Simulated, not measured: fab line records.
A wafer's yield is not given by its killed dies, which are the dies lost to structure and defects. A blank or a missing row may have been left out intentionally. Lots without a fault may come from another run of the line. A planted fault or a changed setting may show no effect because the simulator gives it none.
Which tool is to blame? + flow n5Finfet + Sampling: 9 lots, 27 wafers, 5 of 1938 route steps

== WHAT THE GAUGES READ, wafer by wafer ==
N5_SD_EPI_P_OVL_MEAS_10. Usual: SD_P_BLK_OVL typically reads 0.6 nm, with standard deviation 0.64.
| lot  | measured    | on         | SD_P_BLK_OVL (nm) | flag |
|------|-------------|------------|-------------------|------|
| L981 | day 3 06:39 | overlay-02 | 0.2 0.2 -0.9      |      |
| L982 | day 3 13:37 | overlay-02 | 0.0 -0.3 0.8      |      |
| L985 | day 4 07:12 | overlay-02 | 0.3 0.9 0.9       |      |
| L986 | day 4 14:28 | overlay-01 | 0.1 -0.2 0.7      |      |
| L989 | day 5 07:27 | overlay-01 | -0.7 0.5 -0.6     |      |
| L994 | day 6 11:10 | overlay-02 | -0.2 0.1 0.3      |      |
| L998 | day 7 12:18 | overlay-02 | 0.3 0.1 0.9       |      |
| L999 | day 7 17:14 | overlay-02 | 0.8 0.1 0.8       |      |
| L104 | day 8 22:49 | overlay-02 | 0.9 2.0 1.3       |      |

N5_BEOL_M4_RC_MEAS_101. Usual: DIBL_N 36.6 mV/V, standard deviation 1.3; DIBL_P 36.4 mV/V, standard deviation 1.4; IOFF_N 0.167 nA/um, standard deviation 0.023; IOFF_P 0.219 nA/um, standard deviation 0.029; ION_N 678 uA/um, standard deviation 8.7; ION_P 464 uA/um, standard deviation 6.4; SS_N 71.5 mV/dec, standard deviation 0.53; SS_P 73.4 mV/dec, standard deviation 0.57; VT_N 248.5 mV, standard deviation 2.8; VT_P -249 mV, standard deviation 3.1.
| lot  | measured     | on        | DIBL_N (mV/V)  | DIBL_P (mV/V)  | IOFF_N (nA/um)    | IOFF_P (nA/um)    | ION_N (uA/um) | ION_P (uA/um) | SS_N (mV/dec)  | SS_P (mV/dec)  | VT_N (mV)         | VT_P (mV)      | flag |
|------|--------------|-----------|----------------|----------------|-------------------|-------------------|---------------|---------------|----------------|----------------|-------------------|----------------|------|
| L981 | day 8 17:11  | prober-01 | 37.4 37.8 36.8 | 37.4 37.4 36.8 | 0.195 0.193 0.171 | 0.237 0.224 0.216 | 697 690 683   | 467 465 465   | 72.2 70.9 71.2 | 73.3 72.9 73.5 | 243.2 245.4 248.1 | -248 -249 -250 |      |
| L982 | day 9 06:21  | prober-01 | 39.7 37.9 37.8 | 38.0 35.7 35.3 | 0.211 0.180 0.174 | 0.267 0.226 0.220 | 692 686 674   | 469 469 463   | 72.4 71.0 71.6 | 74.2 73.1 72.9 | 244.7 245.5 247.3 | -246 -248 -249 |      |
| L985 | day 9 10:55  | prober-02 | 37.2 37.2 39.4 | 36.1 35.8 38.8 | 0.166 0.158 0.219 | 0.233 0.233 0.279 | 688 691 702   | 471 470 477   | 71.8 71.2 71.9 | 73.2 73.9 74.0 | 247.2 246.0 242.7 | -245 -245 -246 |      |
| L986 | day 9 09:05  | prober-02 | 34.3 35.1 36.7 | 33.1 33.8 35.5 | 0.125 0.132 0.164 | 0.212 0.219 0.256 | 660 673 675   | 468 475 476   | 71.6 71.4 73.2 | 72.4 72.5 72.3 | 254.0 253.4 249.6 | -247 -249 -245 |      |
| L989 | day 11 14:48 | prober-02 | 35.0 37.0 37.8 | 34.1 36.9 37.1 | 0.133 0.166 0.169 | 0.192 0.239 0.238 | 666 681 669   | 462 471 459   | 70.6 71.8 71.9 | 72.9 73.5 73.4 | 252.4 247.1 250.5 | -249 -247 -246 |      |
| L994 | day 13 17:03 | prober-01 | 35.5 36.0 36.7 | 37.1 38.0 38.3 | 0.165 0.177 0.189 | 0.201 0.215 0.210 | 674 673 670   | 460 457 455   | 71.6 71.8 72.2 | 74.1 74.1 74.1 | 248.2 249.4 247.0 | -253 -253 -251 |      |
| L998 | day 14 22:52 | prober-02 | 35.9 37.9 36.3 | 34.9 38.4 35.3 | 0.145 0.187 0.144 | 0.166 0.212 0.170 | 671 676 673   | 457 455 454   | 70.8 71.9 71.6 | 72.7 73.8 73.5 | 248.9 245.3 253.4 | -256 -250 -254 |      |
| L999 | day 14 20:09 | prober-02 | 35.9 35.2 36.6 | 34.5 34.3 35.2 | 0.156 0.148 0.169 | 0.197 0.202 0.208 | 675 681 681   | 458 466 460   | 70.9 70.5 70.9 | 73.1 73.3 73.3 | 246.8 249.7 246.5 | -251 -250 -250 |      |
| L104 | day 15 15:25 | prober-02 | 36.2 36.1 35.8 | 37.2 36.6 36.3 | 0.160 0.153 0.151 | 0.197 0.182 0.179 | 679 676 679   | 461 457 460   | 71.8 71.3 70.9 | 72.2 72.6 72.6 | 248.6 251.2 250.6 | -252 -250 -252 |      |

== TOOL THAT RAN EACH LOT (tool first, then ch and the chambers of the sampled wafers, then the start) ==
| lot  | N5_SD_EPI_N_VAPOR_ETCH_50     | N5_SD_EPI_P_ETCH_36              | N5_SD_EPI_P_WET_ETCH_45           |
|------|-------------------------------|----------------------------------|-----------------------------------|
| L981 | epiRpcvd-01 ch 0, day 3 03:45 | rieDiel-02 ch 2,3, day 3 06:44   | wetBench-02 ch 0,5,6, day 3 07:29 |
| L982 | epiRpcvd-01 ch 0, day 3 10:46 | rieDiel-02 ch 0,1,3, day 3 14:13 | wetBench-06 ch 1,3,7, day 3 14:57 |
| L985 | epiRpcvd-01 ch 0, day 4 03:01 | rieDiel-03 ch 1,2,3, day 4 07:17 | wetBench-06 ch 1,4,5, day 4 08:02 |
| L986 | epiRpcvd-04 ch 0, day 4 11:35 | rieDiel-02 ch 0,2,3, day 4 14:33 | wetBench-06 ch 3,4,5, day 4 15:18 |
| L989 | epiRpcvd-04 ch 0, day 5 03:11 | rieDiel-03 ch 0,2,3, day 5 07:32 | wetBench-06 ch 0,2,3, day 5 08:17 |
| L994 | epiRpcvd-03 ch 0, day 6 08:17 | rieDiel-02 ch 0,2,3, day 6 11:15 | wetBench-01 ch 2,3,5, day 6 12:00 |
| L998 | epiRpcvd-01 ch 0, day 7 07:40 | rieDiel-02 ch 0,1, day 7 12:23   | wetBench-06 ch 0,2,6, day 7 13:08 |
| L999 | epiRpcvd-03 ch 0, day 7 13:48 | rieDiel-02 ch 1,3, day 7 17:29   | wetBench-06 ch 1,2,6, day 7 18:13 |
| L104 | epiRpcvd-03 ch 0, day 8 19:20 | rieDiel-02 ch 0,2, day 8 22:55   | wetBench-01 ch 2,3,4, day 8 23:40 |
- N5_SD_EPI_N_VAPOR_ETCH_50: etches Si in HCl, time 54 s.
- N5_SD_EPI_P_ETCH_36: etches SiARC in CF4, target depth 45.5 nm, time 75.8 s.
- N5_SD_EPI_P_WET_ETCH_45: etches SiO2 in dHF, time 10.7 s, target depth 2 nm, rinse time 30 s.

== AS READ BY THE TOOLS THEMSELVES (means over the sampled wafers that have a number; for cases with no such wafer, the mark the record gives instead) ==
N5_SD_EPI_N_VAPOR_ETCH_50. Usual: chamberPressureTorr 19.99 Torr, standard deviation 0.048; lampInnerPct 20.8 %, standard deviation 0.97; throttleValvePct 11.0 %, standard deviation 0.39.
| lot  | tool        | chamberPressureTorr (Torr) | lampInnerPct (%) | throttleValvePct (%) | flag |
|------|-------------|----------------------------|------------------|----------------------|------|
| L981 | epiRpcvd-01 | 20.06                      | 20.2             | 11.0                 |      |
| L982 | epiRpcvd-01 | 19.99                      | 20.0             | 10.7                 |      |
| L985 | epiRpcvd-01 | 20.01                      | 20.1             | 10.9                 |      |
| L986 | epiRpcvd-04 | 19.98                      | 20.1             | 11.7                 |      |
| L989 | epiRpcvd-04 | 19.92                      | 20.2             | 11.5                 |      |
| L994 | epiRpcvd-03 | 19.98                      | 22.1             | 10.6                 |      |
| L998 | epiRpcvd-01 | 20.04                      | 20.0             | 10.8                 |      |
| L999 | epiRpcvd-03 | 19.97                      | 22.3             | 10.6                 |      |
| L104 | epiRpcvd-03 | 19.98                      | 22.2             | 10.6                 |      |

N5_SD_EPI_P_ETCH_36. Usual: biasW 36.02 W, standard deviation 0.1; cf4FlowSccm 99.96 sccm, standard deviation 0.29; drypumpMotorCurrentA 5.7 A, standard deviation 0.43; etchRfOnTimeS 76.0 s, standard deviation 1.4; oesProductAu 0.69 a.u., standard deviation 0.085; rfVppV 183.9 V, standard deviation 1.2; showerheadPlenumPTorr 2.13 Torr, standard deviation 0.071; throttleValvePct 15.65 %, standard deviation 0.24.
| lot  | tool       | biasW (W) | cf4FlowSccm (sccm) | drypumpMotorCurrentA (A) | etchRfOnTimeS (s) | oesProductAu (a.u.) | rfVppV (V) | showerheadPlenumPTorr (Torr) | throttleValvePct (%) | flag |
|------|------------|-----------|--------------------|--------------------------|-------------------|---------------------|------------|------------------------------|----------------------|------|
| L981 | rieDiel-02 | 36.11     | 100.06             | 5.9                      | 75.3              | 0.70                | 183.1      | 2.14                         | 15.79                |      |
| L982 | rieDiel-02 | 35.90     | 99.95              | 5.9                      | 75.3              | 0.64                | 183.0      | 2.13                         | 15.80                |      |
| L985 | rieDiel-03 | 35.94     | 100.05             | 5.6                      | 76.6              | 0.61                | 183.6      | 2.09                         | 15.76                |      |
| L986 | rieDiel-02 | 36.13     | 100.00             | 5.8                      | 74.9              | 0.66                | 183.9      | 2.15                         | 15.80                |      |
| L989 | rieDiel-03 | 35.94     | 99.93              | 5.2                      | 77.4              | 0.65                | 182.8      | 2.05                         | 15.65                |      |
| L994 | rieDiel-02 | 36.04     | 100.00             | 5.8                      | 74.5              | 0.72                | 184.3      | 2.14                         | 15.65                |      |
| L998 | rieDiel-02 | 36.06     | 100.00             | 6.1                      | 76.3              | 0.79                | 183.9      | 2.16                         | 15.33                |      |
| L999 | rieDiel-02 | 36.08     | 100.18             | 6.0                      | 74.3              | 0.72                | 183.6      | 2.12                         | 15.72                |      |
| L104 | rieDiel-02 | 36.05     | 100.01             | 5.8                      | 74.7              | 0.74                | 184.4      | 2.14                         | 15.51                |      |

N5_SD_EPI_P_WET_ETCH_45. Usual: 23.00 C for rinseTempC, sd 0.1.
| lot  | tool        | rinseTempC (C) | flag |
|------|-------------|----------------|------|
| L981 | wetBench-02 | 23.03          |      |
| L982 | wetBench-06 | 22.94          |      |
| L985 | wetBench-06 | 22.93          |      |
| L986 | wetBench-06 | 22.84          |      |
| L989 | wetBench-06 | 22.92          |      |
| L994 | wetBench-01 | 23.00          |      |
| L998 | wetBench-06 | -              | OFF  |
| L999 | wetBench-06 | -              | OFF  |
| L104 | wetBench-01 | 23.05          |      |

== THE ANSWER, worked out from the rows above alone ==
Rule: take the mean of a lot's wafers that have a number; if it is more than 3 standard deviations from the usual mean, the lot is off. Also off: a lot with no number at a reading for which 4 or more lots have one. Where the step has rows for the other lots, those lots are counted as sound. The gauges are gone through in route order, then the tools' own readings, and for those a lot's mean is taken as printed above. The first step at which some lot is off is used, and at that step the reading that is off furthest; a lot without a number counts as furthest.
Off: L998, L999, at N5_SD_EPI_P_WET_ETCH_45 (rinseTempC). Without a number there: L998, L999.
If a tool, at that step or one of the process steps before it, ran each lot that is off and ran no sound lot following the first of them, it fits. One fits: wetBench-06 at N5_SD_EPI_P_WET_ETCH_45. Its last sound lot is L989 (day 5 08:17), its first lot that is off L998 (day 7 13:08): a fault that began between those two fits.
Blank at N5_SD_EPI_P_WET_ETCH_45 on the lots that are off, where sound lots have numbers: rinseTempC.

== WHAT THE SIMULATOR PUT IN ==
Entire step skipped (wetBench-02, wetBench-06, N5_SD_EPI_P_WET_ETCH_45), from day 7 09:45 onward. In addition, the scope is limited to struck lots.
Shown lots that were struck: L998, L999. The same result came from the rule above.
